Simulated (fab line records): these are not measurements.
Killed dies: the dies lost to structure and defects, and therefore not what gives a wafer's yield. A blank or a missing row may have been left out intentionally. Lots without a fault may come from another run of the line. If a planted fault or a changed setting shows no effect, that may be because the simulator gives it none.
A lot that was struck, set against a sound lot + flow n5Finfet + 22 steps out of a route of 1938
Sound: wafers L159.4, L159.5, L159.6. The struck wafers were L170.1, L170.2, L170.4. At the end, the cause is stated.
Order at every step that has rows: each side's tool, ch and its chambers, its first start. Under that, the readings that differ: sound wafers + struck wafers + difference of the means + sigmas: that difference in standard deviations of wafers without a fault.
alike: readings with means less than 2 such deviations apart, plus words and numbers identical on both sides. not compared: withheld readings, readings lacking a value on some wafer, bounds such as >300 that could conceal the same value, and numbers that have no deviation in the record and whose values overlap.
Wherever a step has rows on one side only, a row that says differs or no value, or a row with sigmas, the two part there. Non-overlapping numbers with no deviation appear without sigmas and do not part them. Lack of a reading on every wafer of one side parts them only where that side has two or more wafers.

first, 8 steps without rows for these wafers: N5_FIN_SAQP_ETCH_34 (etches SiO2 in C4F6/O2, target depth 45 nm, time 15 s); N5_FIN_SAQP_STRIP_77 (strips in N2/H2, time 90 s); N5_FIN_SAQP_ETCH_64 (etches SiO2 in CF4, target depth 1.5 nm); N5_FIN_SAQP_FIN_ETCH_36 (etches the open film in HBr/Cl2/O2, target depth 120 nm, time 50.4 s); N5_FIN_SAQP_PRECLEAN_38 (cleans in O3/DIW, time 45 s); N5_FIN_SAQP_PRECLEAN_45 (cleans in dHF, time 10 s); N5_FIN_SAQP_SRD_39 (time 30 s); N5_FIN_CUT_COAT_18 (time 60 s, resist thk 230 nm).
N5_FIN_CUT_COAT_19: time 60 s, resist thk 20 nm.
  sound on lithoTrack-05 ch 0, day 2 04:05; struck on lithoTrack-05 ch 0, day 4 21:27
| reading                                   | sound                | struck               | difference | sigmas      |
|-------------------------------------------|----------------------|----------------------|------------|-------------|
| spinSpeedRpm (rpm)                        | 1499.5 1500.2 1499.7 | 1617.5 1617.5 1617.7 | +117.8     | +99 or more |
| model.SiARC_of_FIN_CUT_COAT_19.thkNm (nm) | 20 20 20             | 19.4 19.4 19.4       | -0.6       |             |
then, 9 steps without rows for these wafers: N5_FIN_CUT_COAT_29 (time 60 s, resist thk 10 nm); N5_FIN_CUT_COAT_02 (resist thk 30 nm); N5_FIN_CUT_EBR_04; N5_FIN_CUT_SOFTBAKE_03 (time 60 s); N5_FIN_CUT_EXPOSE_05 (exposes mask FIN CUT); N5_FIN_CUT_PEB_06 (peb time 60 s); N5_FIN_CUT_DEVELOP_07 (develop time 30 s); N5_FIN_CUT_DESCUM_13 (chemistry O2, time 7 s); N5_FIN_CUT_ETCH_30 (etches underlayer in N2/H2, target depth 13 nm, time 10.4 s).
N5_FIN_CUT_ETCH_20: etches SiARC in CF4, target depth 26 nm, time 43.3 s.
  sound on rieDiel-05 ch 0,1,2, day 2 04:32; struck on rieDiel-01 ch 0,2,3, day 4 22:01
| reading                 | sound             | struck           | difference | sigmas |
|-------------------------|-------------------|------------------|------------|--------|
| model.etch.depthNm (nm) | 19.99 20.01 19.99 | 19.31 19.36 19.3 | -0.67      |        |
  alike: chamberPressureMTorr, drypumpMotorCurrentA, etchRfOnTimeS, mfcArSccm, oesProductAu, rfVppV, showerheadPlenumPTorr, throttleValvePct
  not compared: rfHoursCounterH
N5_FIN_CUT_ETCH_21: etches SOC in N2/H2, target depth 219 nm, overetch 43.8 nm, time 523.5 s.
  sound on rieDiel-05 ch 0,1,2, day 2 04:35; struck on rieDiel-01 ch 0,2,3, day 4 22:04
| reading                                   | sound          | struck     | difference | sigmas |
|-------------------------------------------|----------------|------------|------------|--------|
| model.SiARC_of_FIN_CUT_COAT_19.thkNm (nm) | 11.6 11.8 11.8 | 11 11.4 11 | -1         |        |
  alike: chamberPressureMTorr, drypumpMotorCurrentA, oesProductAu, rfVppV, showerheadPlenumPTorr, throttleValvePct
  not compared: rfHoursCounterH
then, 1 step without rows for these wafers: N5_FIN_CUT_STRIP_23 (strips in N2/H2).
-- the record jumps here: 6 days lie between the struck wafers' starts before and after (it left off in module FIN_CUT and takes up again in module BEOL_M4, whose first step shown is number 1111 of the route) --
N5_BEOL_M4_RC_MEAS_101:
  sound on prober-01 ch 0, day 8 10:34; struck on prober-01 ch 0, day 11 03:37
  alike: DIBL_N, DIBL_P, IOFF_N, IOFF_P, ION_N, ION_P, SS_N, SS_P, VT_N, VT_P

## WHERE THEY PART
Only at N5_FIN_CUT_COAT_19, within this record. Later steps at which nothing parts them and some readings are alike: N5_FIN_CUT_ETCH_20, N5_FIN_CUT_ETCH_21, N5_BEOL_M4_RC_MEAS_101.

WHY: whatever the simulator had introduced
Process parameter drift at N5_FIN_CUT_COAT_19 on lithoTrack-05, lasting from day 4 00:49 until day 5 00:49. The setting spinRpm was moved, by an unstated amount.
